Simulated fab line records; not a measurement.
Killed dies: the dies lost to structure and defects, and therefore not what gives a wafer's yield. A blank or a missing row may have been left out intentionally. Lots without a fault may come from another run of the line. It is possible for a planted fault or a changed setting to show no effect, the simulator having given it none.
fab line records	flow nand_harc
[record] lots = 24	wafers = 72	last_day = 33
route steps=1302 shown A_WL_FILL@975 A_CONTACT@986
lots with no fault: from the same line, run without faults
start_h: the number of hours between the record's first day and the start of the first shown wafer of the lot	wait_h: hours from the lot's prior step to this one	" identical to the entry in the row above	L1.1+2: a single row standing in for several wafers	- no value, or no start was given	* or withheld: withheld	< > ~ a bound
route shown NAME@n: NAME is a module with steps in the file, n the number in the route of the first one	usual: mean/standard deviation taken from wafers without a fault	same: alike in all rows	chamber/n: place in a boat	sites: readings site by site	_std_site: their standard deviation	_edge_site: the outer-site mean with the inner-site mean subtracted	radius_mm: for every site, how far away it sits from the centre of the wafer	mask NAME#n: copy n	behind: the tool/chamber that last shaped the wafer	hold: reason for holding the lot/hours on hold/outcome of the hold	device: the n, p or np transistor that did not switch	end of line: the same wafers' tests at the end of the route	step lacking rows: just its recipe	killed: dies lost to structure and defects at the first sort, not the wafer's yield	map: the dies of a wafer, with x for killed, . for not killed, _ for no die there
set.NAME: the setting the step ran with; set.NAME@STEP: the setting that earlier step ran with	model.NAME: the simulator's own value behind a step, which no gauge read
one table for each step of the route and one row for each wafer, over a sample of lots
services: the hour from which a tool's chamber was out of use, counted from the record's first day as start_h (under 0 if before that day), plus the number of hours and why
[[steps]]
[step NHARC_A_WL_FILL_ALD_19]
[recipe] target_thk_a = 20	pulse_time_s = 3	ald_cycles = 100	temp_c = 450	material = TiN
[usual] heater_power_w = 1089/100	precursor_pulse_height_rel = 1.001/0.02
lot.wafer	tool	chamber	start_h	wait_h	heater_power_w	precursor_pulse_height_rel
L074.4	ald_metal-04	2	486.12	0.1	1279	1.014
L074.5	"	1	"	"	1147	1.018
L074.6	"	2	"	"	1223	1.008
L076.1	ald_metal-04	3	506.39	0.1	1032	1.004
L076.2	"	0	"	"	913	1.012
L076.6	"	3	"	"	1011	1.034
L075.4	ald_metal-03	3	506.40	0.1	1106	0.988
L075.3	"	0	"	"	1242	0.972
L075.6	"	3	"	"	1122	1.010
L077.3	ald_metal-04	1	508.99	0.1	1136	1.011
L077.6	"	3	"	"	1005	1.012
L077.5	"	0	"	"	928	0.986
L078.4	ald_metal-02	0	518.75	0.1	1036	0.994
L078.3	"	2	"	"	1135	0.974
L078.5	"	1	"	"	1107	0.992
L080.1	ald_metal-04	1	523.48	0.1	1134	0.984
L080.2	"	3	"	"	997	1.014
L080.3	"	0	"	"	904	1.010
L079.2	ald_metal-03	2	523.50	0.1	1216	0.998
L079.4	"	0	"	"	1275	0.965
L079.5	"	2	"	"	1222	0.991
L081.3	ald_metal-03	2	555.60	0.1	1197	0.958
L081.1	"	0	"	"	1261	0.999
L081.5	"	3	"	"	1104	0.976
L082.3	ald_metal-04	2	555.61	0.1	1226	1.024
L082.4	"	3	"	"	1013	0.985
L082.5	"	1	"	"	1123	1.031
L084.4	ald_metal-02	1	581.15	0.1	1107	0.978
L084.2	"	2	"	"	1132	0.974
L084.6	"	1	"	"	1130	0.999
L085.2	ald_metal-03	1	581.16	0.2	986	0.968
L085.6	"	2	"	"	1164	1.003
L085.5	"	3	"	"	1152	0.993
L083.3	ald_metal-04	2	591.18	0.1	1229	1.011
L083.6	"	1	"	"	1103	1.017
L083.4	"	3	"	"	1002	1.032
L086.4	ald_metal-02	3	600.90	0.1	1059	0.980
L086.1	"	0	"	"	998	1.004
L086.2	"	1	"	"	1142	1.019
L087.3	ald_metal-04	0	612.80	0.1	939	0.990
L087.6	"	0	"	"	925	0.996
L087.5	"	1	"	"	1132	0.998
L091.1	ald_metal-03	2	635.75	0.1	1135	1.010
L091.4	"	3	"	"	1149	1.013
L091.2	"	0	"	"	1223	1.026
L090.4	ald_metal-02	3	635.77	0.1	1114	0.986
L090.3	"	1	"	"	1064	0.966
L090.6	"	2	"	"	1107	1.016
L089.3	ald_metal-04	0	638.83	0.1	910	1.004
L089.1	"	3	"	"	1025	0.998
L089.5	"	1	"	"	1165	0.988
L088.4	ald_metal-02	2	638.85	0.1	1132	0.992
L088.3	"	0	"	"	1020	0.983
L088.5	"	2	"	"	1134	1.039
L092.3	ald_metal-04	0	662.94	0.1	922	0.996
L092.1	"	2	"	"	1261	0.969
L092.5	"	0	"	"	974	0.995
L093.4	ald_metal-03	1	676.80	0.1	985	0.981
L093.5	"	1	"	"	995	1.027
L093.6	"	2	"	"	1154	0.969
L094.2	ald_metal-04	3	679.38	0.1	972	1.008
L094.3	"	0	"	"	943	0.998
L094.1	"	2	"	"	1275	0.977
L095.1	ald_metal-04	3	689.89	0.1	938	0.998
L095.4	"	0	"	"	963	0.980
L095.6	"	3	"	"	936	0.985
L096.2	ald_metal-02	3	703.11	0.1	1090	0.990
L096.6	"	1	"	"	1108	0.985
L096.5	"	2	"	"	1110	1.024
L097.2	ald_metal-02	0	710.25	0.1	1031	1.007
L097.3	"	3	"	"	1095	1.026
L097.5	"	1	"	"	1094	0.983
[step NHARC_A_CONTACT_DEP_29]
[recipe] target_thk_a = 1000	target_thk_nm = 100	temp_c = 400	pressure_torr = 3.5	flow_sccm = 200	rf_w = 350	material = SiON
[usual] heater_power_w = 725/64
lot.wafer	tool	chamber	start_h	wait_h	heater_power_w
L074.4	pecvd-04	2	497.09	1.5	709
L074.5	"	0	"	"	655
L074.6	"	1	"	"	662
L075.3	pecvd-01	2	513.26	2.2	742
L075.4	"	2	"	"	734
L075.6	"	0	"	"	626
L076.1	pecvd-04	0	513.35	3.5	718
L076.2	"	2	"	"	723
L076.6	"	0	"	"	718
L077.3	pecvd-01	1	514.79	2.2	753
L077.5	"	1	"	"	762
L077.6	"	2	"	"	786
L078.3	pecvd-02	1	524.66	2.2	797
L078.4	"	2	"	"	623
L078.5	"	0	"	"	749
L079.2	pecvd-01	0	534.38	2.8	655
L079.4	"	0	"	"	655
L079.5	"	0	"	"	655
L080.1	pecvd-02	1	535.16	3.6	739
L080.2	"	2	"	"	666
L080.3	"	0	"	"	782
L082.3	pecvd-01	1	564.87	2.1	675
L082.4	"	1	"	"	696
L082.5	"	2	"	"	747
L081.3	pecvd-02	1	565.43	2.1	828
L081.1	"	2	"	"	671
L081.5	"	2	"	"	669
L085.2	pecvd-04	0	586.98	2.9	760
L085.5	"	1	"	"	777
L085.6	"	0	"	"	764
L084.2	pecvd-02	1	587.41	3.0	770
L084.6	"	2	"	"	618
L084.4	"	0	"	"	738
L083.3	pecvd-01	1	597.06	2.2	804
L083.4	"	1	"	"	802
L083.6	"	2	"	"	778
L086.2	pecvd-01	2	609.35	2.8	669
L086.1	"	1	"	"	780
L086.4	"	2	"	"	675
L087.3	pecvd-01	0	618.62	2.2	666
L087.6	"	1	"	"	846
L087.5	"	2	"	"	778
L090.3	pecvd-01	2	642.43	2.2	739
L090.4	"	0	"	"	603
L090.6	"	2	"	"	738
L091.1	pecvd-02	1	642.53	3.6	678
L091.2	"	2	"	"	684
L091.4	"	2	"	"	663
L089.3	pecvd-04	0	646.74	2.1	633
L089.1	"	1	"	"	802
L089.5	"	2	"	"	656
L088.3	pecvd-01	1	647.43	2.2	821
L088.4	"	0	"	"	689
L088.5	"	2	"	"	700
L092.3	pecvd-01	2	671.55	2.2	733
L092.1	"	1	"	"	816
L092.5	"	0	"	"	706
L093.4	pecvd-04	0	682.60	1.5	728
L093.6	"	1	"	"	878
L093.5	"	2	"	"	744
L094.3	pecvd-04	0	685.25	2.2	760
L094.1	"	1	"	"	767
L094.2	"	2	"	"	766
L095.1	pecvd-04	1	697.42	3.6	800
L095.4	"	1	"	"	791
L095.6	"	2	"	"	736
L096.2	pecvd-02	0	708.84	2.8	734
L096.5	"	0	"	"	746
L096.6	"	2	"	"	600
L097.2	pecvd-04	2	716.07	2.9	728
L097.3	"	0	"	"	725
L097.5	"	1	"	"	802
[step NHARC_A_CONTACT_INSPECT_44]
[usual] raw_defect_count = 81/42
lot.wafer	tool	chamber	start_h	wait_h	raw_defect_count
L074.4	defect_inspect-02	-	497.73	0.0	56
L074.5	"	-	"	"	62
L074.6	"	-	"	"	59
L075.3	defect_inspect-01	-	514.08	0.0	124
L075.4	"	-	"	"	144
L075.6	"	-	"	"	141
L076.1	defect_inspect-02	-	514.23	0.0	20
L076.2	"	-	"	"	17
L076.6	"	-	"	"	22
L077.3	defect_inspect-02	-	515.63	0.0	67
L077.5	"	-	"	"	58
L077.6	"	-	"	"	62
L078.3	defect_inspect-01	-	525.33	0.0	67
L078.4	"	-	"	"	71
L078.5	"	-	"	"	53
L079.2	defect_inspect-01	-	535.15	0.0	136
L079.4	"	-	"	"	163
L079.5	"	-	"	"	142
L080.1	defect_inspect-02	-	536.01	0.0	23
L080.2	"	-	"	"	27
L080.3	"	-	"	"	23
L082.3	defect_inspect-01	-	565.71	0.0	91
L082.4	"	-	"	"	74
L082.5	"	-	"	"	78
L081.1	defect_inspect-02	-	566.28	0.1	94
L081.3	"	-	"	"	112
L081.5	"	-	"	"	120
L085.2	defect_inspect-02	-	587.77	0.0	128
L085.5	"	-	"	"	123
L085.6	"	-	"	"	117
L084.2	defect_inspect-02	-	588.20	0.0	26
L084.4	"	-	"	"	22
L084.6	"	-	"	"	33
L083.3	defect_inspect-01	-	597.91	0.0	126
L083.4	"	-	"	"	129
L083.6	"	-	"	"	145
L086.1	defect_inspect-01	-	610.20	0.0	22
L086.2	"	-	"	"	18
L086.4	"	-	"	"	19
L087.3	defect_inspect-02	-	619.41	0.0	31
L087.5	"	-	"	"	33
L087.6	"	-	"	"	30
L090.3	defect_inspect-02	-	643.09	0.0	107
L090.4	"	-	"	"	78
L090.6	"	-	"	"	93
L091.1	defect_inspect-01	-	643.46	0.0	54
L091.2	"	-	"	"	40
L091.4	"	-	"	"	59
L089.1	defect_inspect-01	-	647.55	0.0	101
L089.3	"	-	"	"	84
L089.5	"	-	"	"	108
L088.3	defect_inspect-02	-	648.25	0.0	139
L088.4	"	-	"	"	124
L088.5	"	-	"	"	96
L092.1	defect_inspect-02	-	672.27	0.0	116
L092.3	"	-	"	"	112
L092.5	"	-	"	"	134
L093.4	defect_inspect-02	-	683.23	0.0	109
L093.5	"	-	"	"	105
L093.6	"	-	"	"	115
L094.1	defect_inspect-01	-	685.97	0.0	72
L094.2	"	-	"	"	75
L094.3	"	-	"	"	76
L095.1	defect_inspect-02	-	698.23	0.0	85
L095.4	"	-	"	"	80
L095.6	"	-	"	"	95
L096.2	defect_inspect-01	-	709.69	0.0	41
L096.5	"	-	"	"	33
L096.6	"	-	"	"	48
L097.2	defect_inspect-01	-	716.92	0.0	137
L097.3	"	-	"	"	133
L097.5	"	-	"	"	134
[step NHARC_A_CONTACT_ETCH_117]
[recipe] source_w = withheld	pressure_mtorr = 20	bias_v = 3000	time_s = 190	target_depth_a = 18500	ar_flow_sccm = withheld	c4f8_flow_sccm = withheld	o2_flow_sccm = withheld	chemistry = C4F8/O2/Ar
lot.wafer	tool	chamber	start_h	wait_h	rf_hours_counter_h
L074.4	har_cap_etch-03	0	500.72	0.1	-
L074.6	"	0	"	"	-
L074.5	"	1	"	"	-
L075.4	har_cap_etch-01	0	517.13	0.1	-
L075.3	"	1	"	"	-
L075.6	"	1	"	"	-
L076.2	har_cap_etch-03	1	517.20	0.1	41
L076.1	"	0	"	"	41
L076.6	"	0	"	"	-
L077.3	har_cap_etch-02	1	518.63	0.1	-
L077.5	"	1	"	"	-
L077.6	"	0	"	"	-
L078.4	har_cap_etch-02	0	528.34	0.1	-
L078.3	"	1	"	"	-
L078.5	"	0	"	"	-
L079.2	har_cap_etch-01	1	538.10	0.1	6
L079.4	"	0	"	"	-
L079.5	"	0	"	"	-
L080.2	har_cap_etch-03	0	538.94	0.1	47
L080.1	"	1	"	"	47
L080.3	"	0	"	"	-
L082.4	har_cap_etch-02	1	568.72	0.1	-
L082.3	"	0	"	"	-
L082.5	"	1	"	"	-
L081.1	har_cap_etch-03	0	570.30	0.1	54
L081.3	"	0	"	"	-
L081.5	"	0	"	"	-
L085.2	har_cap_etch-03	1	591.27	0.1	57
L085.5	"	0	"	"	-
L085.6	"	1	"	"	-
L084.2	har_cap_etch-02	0	591.48	0.2	102
L084.4	"	1	"	"	-
L084.6	"	0	"	"	-
L083.3	har_cap_etch-03	1	601.58	0.1	-
L083.4	"	0	"	"	-
L083.6	"	0	"	"	-
L086.2	har_cap_etch-03	1	613.13	0.1	62
L086.1	"	0	"	"	62
L086.4	"	0	"	"	-
L087.3	har_cap_etch-02	1	622.46	0.1	-
L087.6	"	0	"	"	-
L087.5	"	1	"	"	-
L090.3	har_cap_etch-02	0	646.11	0.1	-
L090.4	"	1	"	"	-
L090.6	"	0	"	"	-
L091.2	har_cap_etch-03	0	646.45	0.1	67
L091.1	"	1	"	"	67
L091.4	"	0	"	"	-
L089.1	har_cap_etch-01	0	650.48	0.1	25
L089.3	"	0	"	"	-
L089.5	"	1	"	"	-
L088.3	har_cap_etch-02	1	652.40	0.1	-
L088.4	"	0	"	"	-
L088.5	"	0	"	"	-
L092.1	har_cap_etch-01	0	675.60	0.2	30
L092.3	"	1	"	"	-
L092.5	"	0	"	"	-
L093.4	har_cap_etch-01	0	686.25	0.1	-
L093.6	"	1	"	"	-
L093.5	"	0	"	"	-
L094.1	har_cap_etch-02	0	688.89	0.1	121
L094.2	"	1	"	"	121
L094.3	"	1	"	"	-
L095.1	har_cap_etch-03	0	701.23	0.1	77
L095.4	"	1	"	"	-
L095.6	"	1	"	"	-
L096.2	har_cap_etch-03	0	713.49	0.1	79
L096.6	"	1	"	"	-
L096.5	"	0	"	"	-
L097.2	har_cap_etch-02	0	719.90	0.1	126
L097.3	"	0	"	"	-
L097.5	"	0	"	"	-
[step NHARC_A_CONTACT_ETCH_119]
[recipe] source_w = withheld	pressure_mtorr = 20	bias_v = 3000	time_s = 190	target_depth_a = 18500	ar_flow_sccm = withheld	c4f8_flow_sccm = withheld	o2_flow_sccm = withheld	chemistry = C4F8/O2/Ar
lot.wafer	tool	chamber	start_h	wait_h	rf_hours_counter_h
L074.4	har_cap_etch-03	0	501.06	0.1	-
L074.6	"	0	"	"	-
L074.5	"	1	"	"	-
L075.4	har_cap_etch-01	0	517.47	0.1	-
L075.3	"	1	"	"	-
L075.6	"	1	"	"	-
L076.2	har_cap_etch-03	1	517.54	0.1	42
L076.1	"	0	"	"	42
L076.6	"	0	"	"	-
L077.3	har_cap_etch-02	1	518.98	0.1	-
L077.5	"	1	"	"	-
L077.6	"	0	"	"	-
L078.4	har_cap_etch-02	0	528.68	0.1	-
L078.3	"	1	"	"	-
L078.5	"	0	"	"	-
L079.2	har_cap_etch-01	1	538.45	0.1	7
L079.4	"	0	"	"	-
L079.5	"	0	"	"	-
L080.2	har_cap_etch-03	0	539.29	0.1	47
L080.1	"	1	"	"	47
L080.3	"	0	"	"	-
L082.4	har_cap_etch-02	1	569.06	0.1	-
L082.3	"	0	"	"	-
L082.5	"	1	"	"	-
L081.1	har_cap_etch-03	0	570.64	0.1	54
L081.3	"	0	"	"	-
L081.5	"	0	"	"	-
L085.2	har_cap_etch-03	1	591.61	0.1	58
L085.5	"	0	"	"	-
L085.6	"	1	"	"	-
L084.2	har_cap_etch-02	0	591.94	0.2	102
L084.4	"	1	"	"	-
L084.6	"	0	"	"	-
L083.3	har_cap_etch-03	1	601.92	0.1	-
L083.4	"	0	"	"	-
L083.6	"	0	"	"	-
L086.2	har_cap_etch-03	1	613.47	0.1	62
L086.1	"	0	"	"	62
L086.4	"	0	"	"	-
L087.3	har_cap_etch-02	1	622.80	0.1	-
L087.6	"	0	"	"	-
L087.5	"	1	"	"	-
L090.3	har_cap_etch-02	0	646.45	0.1	-
L090.4	"	1	"	"	-
L090.6	"	0	"	"	-
L091.2	har_cap_etch-03	0	646.79	0.1	67
L091.1	"	1	"	"	67
L091.4	"	0	"	"	-
L089.1	har_cap_etch-01	0	650.82	0.1	25
L089.3	"	0	"	"	-
L089.5	"	1	"	"	-
L088.3	har_cap_etch-02	1	652.74	0.1	-
L088.4	"	0	"	"	-
L088.5	"	0	"	"	-
L092.1	har_cap_etch-01	0	676.06	0.2	30
L092.3	"	1	"	"	-
L092.5	"	0	"	"	-
L093.4	har_cap_etch-01	0	686.60	0.1	-
L093.6	"	1	"	"	-
L093.5	"	0	"	"	-
L094.1	har_cap_etch-02	0	689.24	0.1	121
L094.2	"	1	"	"	121
L094.3	"	1	"	"	-
L095.1	har_cap_etch-03	0	701.58	0.1	77
L095.4	"	1	"	"	-
L095.6	"	1	"	"	-
L096.2	har_cap_etch-03	0	713.83	0.1	80
L096.6	"	1	"	"	-
L096.5	"	0	"	"	-
L097.2	har_cap_etch-02	0	720.25	0.1	126
L097.3	"	0	"	"	-
L097.5	"	0	"	"	-
[step NHARC_A_CONTACT_ETCH_120]
[recipe] source_w = withheld	pressure_mtorr = 20	bias_v = 3000	time_s = 190	target_depth_a = 18500	ar_flow_sccm = withheld	c4f8_flow_sccm = withheld	o2_flow_sccm = withheld	chemistry = C4F8/O2/Ar
lot.wafer	tool	chamber	start_h	wait_h	rf_hours_counter_h
L074.4	har_cap_etch-03	0	501.23	0.1	-
L074.6	"	0	"	"	-
L074.5	"	1	"	"	-
L075.4	har_cap_etch-01	0	517.63	0.1	-
L075.3	"	1	"	"	-
L075.6	"	1	"	"	-
L076.2	har_cap_etch-03	1	517.71	0.1	42
L076.1	"	0	"	"	42
L076.6	"	0	"	"	-
L077.3	har_cap_etch-02	1	519.15	0.1	-
L077.5	"	1	"	"	-
L077.6	"	0	"	"	-
L078.4	har_cap_etch-02	0	528.85	0.1	-
L078.3	"	1	"	"	-
L078.5	"	0	"	"	-
L079.2	har_cap_etch-01	1	538.62	0.1	7
L079.4	"	0	"	"	-
L079.5	"	0	"	"	-
L080.2	har_cap_etch-03	0	539.46	0.1	47
L080.1	"	1	"	"	47
L080.3	"	0	"	"	-
L082.4	har_cap_etch-02	1	569.23	0.1	-
L082.3	"	0	"	"	-
L082.5	"	1	"	"	-
L081.1	har_cap_etch-03	0	570.81	0.1	54
L081.3	"	0	"	"	-
L081.5	"	0	"	"	-
L085.2	har_cap_etch-03	1	591.78	0.1	58
L085.5	"	0	"	"	-
L085.6	"	1	"	"	-
L084.2	har_cap_etch-02	0	592.16	0.2	103
L084.4	"	1	"	"	-
L084.6	"	0	"	"	-
L083.3	har_cap_etch-03	1	602.09	0.1	-
L083.4	"	0	"	"	-
L083.6	"	0	"	"	-
L086.2	har_cap_etch-03	1	613.64	0.1	62
L086.1	"	0	"	"	62
L086.4	"	0	"	"	-
L087.3	har_cap_etch-02	1	622.97	0.1	-
L087.6	"	0	"	"	-
L087.5	"	1	"	"	-
L090.3	har_cap_etch-02	0	646.62	0.1	-
L090.4	"	1	"	"	-
L090.6	"	0	"	"	-
L091.2	har_cap_etch-03	0	646.96	0.1	67
L091.1	"	1	"	"	67
L091.4	"	0	"	"	-
L089.1	har_cap_etch-01	0	650.99	0.1	25
L089.3	"	0	"	"	-
L089.5	"	1	"	"	-
L088.3	har_cap_etch-02	1	652.91	0.1	-
L088.4	"	0	"	"	-
L088.5	"	0	"	"	-
L092.1	har_cap_etch-01	0	676.29	0.2	30
L092.3	"	1	"	"	-
L092.5	"	0	"	"	-
L093.4	har_cap_etch-01	0	686.77	0.1	-
L093.6	"	1	"	"	-
L093.5	"	0	"	"	-
L094.1	har_cap_etch-02	0	689.41	0.1	121
L094.2	"	1	"	"	121
L094.3	"	1	"	"	-
L095.1	har_cap_etch-03	0	701.75	0.1	78
L095.4	"	1	"	"	-
L095.6	"	1	"	"	-
L096.2	har_cap_etch-03	0	714.00	0.1	80
L096.6	"	1	"	"	-
L096.5	"	0	"	"	-
L097.2	har_cap_etch-02	0	720.42	0.1	127
L097.3	"	0	"	"	-
L097.5	"	0	"	"	-
[[services]]
tool	chamber	start_h	hours	kind
ald_metal-02	-	462.50	0.9	repair
har_cap_etch-03	-	469.43	0.2	repair
ald_metal-04	-	474.00	10.0	pm
pecvd-04	-	483.09	13.0	pm
pecvd-01	-	492.06	13.0	pm
har_cap_etch-01	-	497.00	17.0	pm
ald_metal-03	2	518.05	1.6	repair
har_cap_etch-02	-	522.58	0.5	repair
pecvd-01	1	522.66	16.5	repair
pecvd-02	-	551.95	0.9	repair
pecvd-02	-	560.78	1.1	repair
ald_metal-02	-	565.42	0.4	repair
ald_metal-04	0	566.58	27.3	repair
ald_metal-03	-	568.00	10.0	pm
ald_metal-02	0	574.99	4.0	repair
pecvd-02	-	589.11	13.0	pm
ald_metal-02	-	610.00	10.0	pm
pecvd-04	0	631.17	13.1	repair
ald_metal-04	0	646.89	3.2	repair
ald_metal-04	-	652.00	10.0	pm
har_cap_etch-02	-	663.10	0.2	repair
pecvd-04	-	664.09	13.0	pm
pecvd-01	-	673.06	13.0	pm
ald_metal-02	1	680.21	7.3	repair
[[key]]
fault none
